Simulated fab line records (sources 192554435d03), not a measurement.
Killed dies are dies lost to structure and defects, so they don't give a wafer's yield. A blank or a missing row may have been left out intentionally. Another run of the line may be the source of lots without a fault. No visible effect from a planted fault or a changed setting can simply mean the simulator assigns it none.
Which tool did it? :: flow n5Finfet :: 33 wafers from 11 lots sampled at 4 of the route's 1938 steps

== WHAT EACH GAUGE READ, for each wafer ==
N5_ILD0_THK_MEAS_04.
lot: L803
measured: day 4 05:05
on: filmMetro-01
thkNm (nm): 198.8 197.5 198.8

lot: L804
measured: day 4 11:12
on: filmMetro-02
thkNm (nm): 197.9 195.6 195.7

lot: L805
measured: day 4 21:02
on: filmMetro-01
thkNm (nm): 197.0 197.0 195.5

lot: L806
measured: day 5 00:53
on: filmMetro-02
thkNm (nm): 196.6 198.0 198.5

lot: L810
measured: day 6 00:04
on: filmMetro-01
thkNm (nm): 198.0 196.7 196.7

lot: L812
measured: day 6 08:40
on: filmMetro-01
thkNm (nm): 195.9 198.5 196.5

lot: L816
measured: day 7 06:56
on: filmMetro-01
thkNm (nm): 196.9 197.7 196.6

lot: L819
measured: day 8 05:59
on: filmMetro-02
thkNm (nm): 197.5 198.2 196.4

lot: L822
measured: day 8 20:32
on: filmMetro-02
thkNm (nm): 197.1 195.9 197.9

lot: L823
measured: day 9 06:50
on: filmMetro-02
thkNm (nm): 196.4 196.3 195.3

lot: L824
measured: day 9 10:24
on: filmMetro-02
thkNm (nm): 196.2 197.7 196.1

N5_SDB_OVL_MEAS_12.
lot: L803
measured: day 4 09:04
on: overlay-01
SDB_OVL (nm): 1.3 1.3 0.6

lot: L804
measured: day 4 15:18
on: overlay-02
SDB_OVL (nm): 1.2 1.0 0.5

lot: L805
measured: day 5 01:07
on: overlay-01
SDB_OVL (nm): -0.8 -0.1 -0.7

lot: L806
measured: day 5 05:17
on: overlay-02
SDB_OVL (nm): 0.8 0.0 0.5

lot: L810
measured: day 6 04:04
on: overlay-01
SDB_OVL (nm): 1.0 0.5 -0.3

lot: L812
measured: day 6 12:57
on: overlay-01
SDB_OVL (nm): -1.5 -0.6 -1.6

lot: L816
measured: day 7 10:53
on: overlay-02
SDB_OVL (nm): 13.8 13.7 12.6

lot: L819
measured: day 8 10:11
on: overlay-02
SDB_OVL (nm): 15.1 14.5 14.6

lot: L822
measured: day 9 00:37
on: overlay-02
SDB_OVL (nm): -0.9 0.4 -0.3

lot: L823
measured: day 9 10:55
on: overlay-01
SDB_OVL (nm): -0.3 0.5 0.4

lot: L824
measured: day 9 14:29
on: overlay-02
SDB_OVL (nm): -1.5 -0.5 -0.1

== WHICH TOOL RAN EACH LOT (tool, then ch and the chambers of the sampled wafers, then the start) ==
lot: L803
N5_ILD0_CMP_12: cmp-03 ch 0,1,3, day 4 08:21
N5_SDB_EXPOSE_08: arfiScanner-02 ch 0, day 4 08:54

lot: L804
N5_ILD0_CMP_12: cmp-03 ch 0,1,3, day 4 14:32
N5_SDB_EXPOSE_08: arfiScanner-03 ch 0, day 4 15:09

lot: L805
N5_ILD0_CMP_12: cmp-02 ch 1,2,3, day 5 00:19
N5_SDB_EXPOSE_08: arfiScanner-01 ch 0, day 5 00:58

lot: L806
N5_ILD0_CMP_12: cmp-01 ch 0,2, day 5 04:25
N5_SDB_EXPOSE_08: arfiScanner-03 ch 0, day 5 05:08

lot: L810
N5_ILD0_CMP_12: cmp-01 ch 1,2, day 6 03:20
N5_SDB_EXPOSE_08: arfiScanner-01 ch 0, day 6 03:55

lot: L812
N5_ILD0_CMP_12: cmp-02 ch 1,3, day 6 12:09
N5_SDB_EXPOSE_08: arfiScanner-01 ch 0, day 6 12:48

lot: L816
N5_ILD0_CMP_12: cmp-02 ch 1,2,3, day 7 10:10
N5_SDB_EXPOSE_08: arfiScanner-03 ch 0, day 7 10:44

lot: L819
N5_ILD0_CMP_12: cmp-01 ch 0,1, day 8 09:22
N5_SDB_EXPOSE_08: arfiScanner-03 ch 0, day 8 10:03

lot: L822
N5_ILD0_CMP_12: cmp-01 ch 0,3, day 8 23:49
N5_SDB_EXPOSE_08: arfiScanner-01 ch 0, day 9 00:28

lot: L823
N5_ILD0_CMP_12: cmp-01 ch 1,2, day 9 10:07
N5_SDB_EXPOSE_08: arfiScanner-02 ch 0, day 9 10:47

lot: L824
N5_ILD0_CMP_12: cmp-01 ch 1,2, day 9 13:38
N5_SDB_EXPOSE_08: arfiScanner-01 ch 0, day 9 14:20
- N5_ILD0_CMP_12: polishes SiNx, stops on poly-Si, t overpolish 6 s, target thk 17.67 nm.
- N5_SDB_EXPOSE_08: exposes mask SDB.

== AS READ BY THE TOOLS THEMSELVES (means over the sampled wafers that have a number; for cases with no such wafer, the mark the record gives instead) ==
N5_ILD0_CMP_12.
lot: L803
tool: cmp-03
motorCurrentA (A): 9.3
overpolishRunS (s): 5.998
padLifeWafers: 1112
timeToEndpointS (s): 26.5

lot: L804
tool: cmp-03
motorCurrentA (A): 9.6
overpolishRunS (s): 5.989
padLifeWafers: 1148
timeToEndpointS (s): 25.3

lot: L805
tool: cmp-02
motorCurrentA (A): 8.2
overpolishRunS (s): 5.994
padLifeWafers: 2012
timeToEndpointS (s): 29.4

lot: L806
tool: cmp-01
motorCurrentA (A): 8.1
overpolishRunS (s): 5.999
padLifeWafers: 451
timeToEndpointS (s): 27.9

lot: L810
tool: cmp-01
motorCurrentA (A): 8.7
overpolishRunS (s): 5.995
padLifeWafers: 600
timeToEndpointS (s): 27.0

lot: L812
tool: cmp-02
motorCurrentA (A): 8.7
overpolishRunS (s): 5.994
padLifeWafers: 176
timeToEndpointS (s): 31.5

lot: L816
tool: cmp-02
motorCurrentA (A): 8.4
overpolishRunS (s): 6.002
padLifeWafers: 361
timeToEndpointS (s): 29.4

lot: L819
tool: cmp-01
motorCurrentA (A): 8.8
overpolishRunS (s): 5.996
padLifeWafers: 1015
timeToEndpointS (s): 28.3

lot: L822
tool: cmp-01
motorCurrentA (A): 7.7
overpolishRunS (s): 6.001
padLifeWafers: 1118
timeToEndpointS (s): 31.9

lot: L823
tool: cmp-01
motorCurrentA (A): 8.4
overpolishRunS (s): 6.002
padLifeWafers: 1207
timeToEndpointS (s): 27.8

lot: L824
tool: cmp-01
motorCurrentA (A): 8.5
overpolishRunS (s): 6.005
padLifeWafers: 1236
timeToEndpointS (s): 28.6

== THE ANSWER, worked out from the rows above alone ==
Rule: the usual values come from the lots themselves. The widest of any qualifying gaps counts: lots, ordered by their means at a reading, are off when they make up no more than a third of the lots, leave a main group of 4 or more, and stand apart from it by 3 or more times the standard deviation of that group's means. If all means in a main group match to the digits the tables above print for the reading, that group is not used. Also off: a lot with no number at a reading for which 4 or more lots have one. Any other lot the step has rows for is counted as sound. After the gauges, taken in route order, come the tools' own readings; for these a lot's mean is taken, as printed above. The first step at which some lot is off is used, and at that step the reading that is off furthest; a lot without a number counts as furthest.
Off: L816, L819, seen at N5_SDB_OVL_MEAS_12 (SDB_OVL). The main group: mean 0.0 nm, standard deviation 0.72.
A tool fits if, at a process step before that reading, it ran every lot that is off, and no sound lot after the first of them. Gauges at N5_SDB_OVL_MEAS_12: tried the same way as those tools. One fits: arfiScanner-03 at N5_SDB_EXPOSE_08. A fault onset in the window from L806 (day 5 05:08, its last sound lot) to L816 (day 7 10:44, its first lot off) fits.

== WHAT WAS PUT IN BY THE SIMULATOR ==
Scanner matching overlay: arfiScanner-03, from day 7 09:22 on, at N5_SDB_EXPOSE_08. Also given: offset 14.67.
Shown lots that were struck: L816, L819. This agrees with what the rule above found.
